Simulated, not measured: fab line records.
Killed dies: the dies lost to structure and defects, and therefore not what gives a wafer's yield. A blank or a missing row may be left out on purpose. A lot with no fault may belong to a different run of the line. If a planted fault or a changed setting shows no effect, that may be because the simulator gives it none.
Chamber matching    flow nand harc    NHARC_A_STAIRCASE_DESCUM_219 on rie diel-12: 4 sister chambers
The step chemistry O2, time 3 s. 20 wafers are shown with their chamber, then 10 later ones without.

## WAFERS, EACH WITH ITS CHAMBER
wafer   chamber  drypump motor current A (A)  showerhead plenum p Torr (Torr)  oes product au (a.u.)
L074.1  3        5.7                          1.85                             0.985
L074.3  1        5.1                          1.88                             0.991
L074.6  0        6.6                          1.82                             0.998
L078.2  1        5.2                          1.87                             0.999
L078.3  2        6.0                          1.82                             0.996
L078.6  1        5.2                          1.87                             0.996
L080.1  3        5.7                          1.84                             0.997
L080.4  2        6.1                          1.81                             0.992
L080.5  3        5.7                          1.84                             0.992
L083.2  1        5.1                          1.87                             0.998
L083.4  0        6.6                          1.81                             1.000
L083.6  3        5.7                          1.84                             1.005
L088.3  3        5.7                          1.83                             1.008
L088.4  0        6.6                          1.81                             1.017
L088.6  1        5.1                          1.86                             1.003
L090.1  2        6.1                          1.80                             0.996
L090.4  0        6.6                          1.80                             1.011
L090.6  0        6.6                          1.80                             1.013
L092.3  0        6.6                          1.80                             1.007
L092.4  2        6.0                          1.80                             1.009

SIGNATURES (averages over the wafers above)
reading                   chamber 0  chamber 1  chamber 2  chamber 3  scatter within a chamber
drypump motor current A   6.600      5.140      6.050      5.700      0.0371
showerhead plenum p Torr  1.8067     1.8700     1.8075     1.8400     0.00794
oes product au            1.00767    0.99740    0.99825    0.99740    0.00739
Rule: distance of a wafer from a chamber = root of the sum over the readings of ((wafer's reading minus chamber's mean) / reading's scatter) squared. The wafer belongs to the nearest chamber; if the next one is less than 2 further off, it can't be placed. The scatter: take each reading less its chamber's mean, square it, sum over the shown wafers, divide by the number of wafers less the number of chambers, and take the root.

## WAFERS WHOSE CHAMBER IS MISSING
wafer   drypump motor current A (A)  showerhead plenum p Torr (Torr)  oes product au (a.u.)
L092.5  6.0                          1.80                             1.001
L093.1  5.7                          1.83                             1.001
L093.2  6.6                          1.80                             1.015
L093.3  6.0                          1.80                             0.995
L097.3  5.1                          1.85                             1.008
L097.5  6.1                          1.80                             1.010
L097.6  5.1                          1.85                             1.007
L096.2  5.8                          1.83                             1.001
L096.3  6.6                          1.80                             1.003
L096.6  6.6                          1.80                             1.008

## EACH ONE'S CHAMBER
wafer   from the rows above  in truth
L092.5  2                    2
L093.1  3                    3
L093.2  0                    0
L093.3  2                    2
L097.3  1                    1
L097.5  2                    2
L097.6  1                    1
L096.2  3                    3
L096.3  0                    0
L096.6  0                    0
Correct placement for 10 of the 10. Can't be placed from these rows: 0. Wrongly placed: 0.
